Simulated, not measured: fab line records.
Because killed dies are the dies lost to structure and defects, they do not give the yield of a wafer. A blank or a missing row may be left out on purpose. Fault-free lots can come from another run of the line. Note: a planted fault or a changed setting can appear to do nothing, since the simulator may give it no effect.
Matching of chambers | flow n5_finfet | N5_HKMG_FIN_ALD_21 on ald_metal-04: 4 sister chambers
The step deposits TiN, target thk 1.5 nm, pulse time 1 s, purge time 3 s. 4 wafers are shown with their chamber, then 12 later ones without.

== EACH WAFER AND ITS CHAMBER ==
wafer  | chamber | heater_power_w (W)
L085.5 | 2       | 832
L086.2 | 1       | 775
L086.4 | 0       | 795
L086.6 | 3       | 818

== WAFERS WITHOUT THEIR CHAMBER ==
wafer  | heater_power_w (W)
L090.2 | 802
L090.3 | 813
L090.5 | 822
L092.2 | 850
L092.4 | 810
L092.6 | 804
L093.1 | 818
L093.4 | 815
L093.6 | 801
L096.2 | 800
L096.3 | 864
L096.5 | 847

== CHAMBER TAKEN BY EACH ==
wafer  | from the rows above               | in truth
L090.2 | can't be placed: 0 or 3 or 1 or 2 | 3
L090.3 | can't be placed: 3 or 0 or 2      | 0
L090.5 | can't be placed: 3 or 2 or 0      | 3
L092.2 | can't be placed: 2 or 3           | 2
L092.4 | can't be placed: 3 or 0 or 2      | 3
L092.6 | can't be placed: 0 or 3 or 2 or 1 | 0
L093.1 | can't be placed: 3 or 2 or 0      | 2
L093.4 | can't be placed: 3 or 2 or 0      | 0
L093.6 | can't be placed: 0 or 3 or 1 or 2 | 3
L096.2 | can't be placed: 0 or 3 or 1      | 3
L096.3 | can't be placed: 2 or 3           | 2
L096.5 | can't be placed: 2 or 3           | 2
0 of 12 placed correctly. From these rows, 12 cannot be placed; in 12 the true chamber is one of the candidates. Number placed wrongly: 0.
How it was worked out, from the rows above alone: a wafer's distance from a chamber is the root of the sum, over the readings, of the square of ((its reading less the chamber's mean) divided by the reading's scatter). If the next closest chamber is less than 2 further off than the closest, the wafer can't be placed; otherwise it belongs to the closest. A chamber's mean is the mean of its shown wafers. The scatter: root of mean squared gap, hidden wafer to nearest shown wafer, with one shown wafer a chamber.
